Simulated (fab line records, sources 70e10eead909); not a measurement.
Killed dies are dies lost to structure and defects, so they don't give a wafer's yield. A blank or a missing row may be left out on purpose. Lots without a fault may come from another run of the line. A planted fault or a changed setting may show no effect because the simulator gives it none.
Chamber matching | flow nand_harc | NHARC_A_BLC_ALD_23 on ald_metal-03: 4 sister chambers
The step deposits TiN, target thk 3 nm, pulse time 1 s, ald cycles 150. 16 wafers are shown with their chamber, then 8 later ones without.

WAFERS WITH THEIR CHAMBER
wafer  | chamber | heater_power_w (W) | precursor_pulse_height_rel
L289.1 | 3       | 1126               | 1.008
L289.2 | 2       | 1270               | 1.018
L289.5 | 3       | 1159               | 0.979
L293.3 | 1       | 1119               | 1.012
L293.5 | 3       | 1169               | 0.956
L293.6 | 0       | 1168               | 1.008
L290.1 | 2       | 1286               | 0.986
L290.5 | 2       | 1304               | 1.022
L290.6 | 1       | 1144               | 1.015
L291.2 | 1       | 1155               | 0.999
L291.3 | 0       | 1182               | 1.016
L291.4 | 3       | 1149               | 0.987
L301.4 | 0       | 1167               | 1.023
L301.5 | 3       | 1159               | 0.976
L301.6 | 1       | 1152               | 1.010
L306.3 | 0       | 1196               | 1.003

SIGNATURES (means of the wafers above)
reading                    | chamber 0 | chamber 1 | chamber 2 | chamber 3 | scatter within a chamber
heater_power_w             | 1178.25   | 1142.50   | 1286.67   | 1152.40   | 15.8
precursor_pulse_height_rel | 1.01250   | 1.00900   | 1.00867   | 0.98120   | 0.0147
Rule: a wafer's distance from a chamber is the root of the sum, over the readings, of the square of ((its reading less the chamber's mean) divided by the reading's scatter). The wafer belongs to the nearest chamber; if the next one is less than 2 further off, it can't be placed. The scatter: the root of (the sum of the squares of (reading less its chamber's mean) over the shown wafers, divided by (wafers less chambers)).

WAFERS WITHOUT THEIR CHAMBER
wafer  | heater_power_w (W) | precursor_pulse_height_rel
L306.5 | 1209               | 0.974
L306.6 | 1261               | 0.973
L308.3 | 1225               | 1.006
L308.5 | 1211               | 0.988
L308.6 | 1171               | 1.035
L309.1 | 1278               | 0.992
L309.2 | 1217               | 0.982
L309.4 | 1141               | 0.977

WHICH CHAMBER EACH WENT THROUGH
wafer  | from the rows above               | in truth
L306.5 | can't be placed: 0 or 3 or 1      | 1
L306.6 | 2                                 | 2
L308.3 | can't be placed: 0 or 2 or 3      | 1
L308.5 | can't be placed: 0 or 3 or 1      | 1
L308.6 | can't be placed: 0 or 1           | 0
L309.1 | 2                                 | 2
L309.2 | can't be placed: 0 or 3 or 2 or 1 | 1
L309.4 | can't be placed: 3 or 1           | 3
Placed correctly: 2 of 8. Can't be placed from these rows: 6 (the true chamber is among the candidates in 5). Placed wrongly: 0.
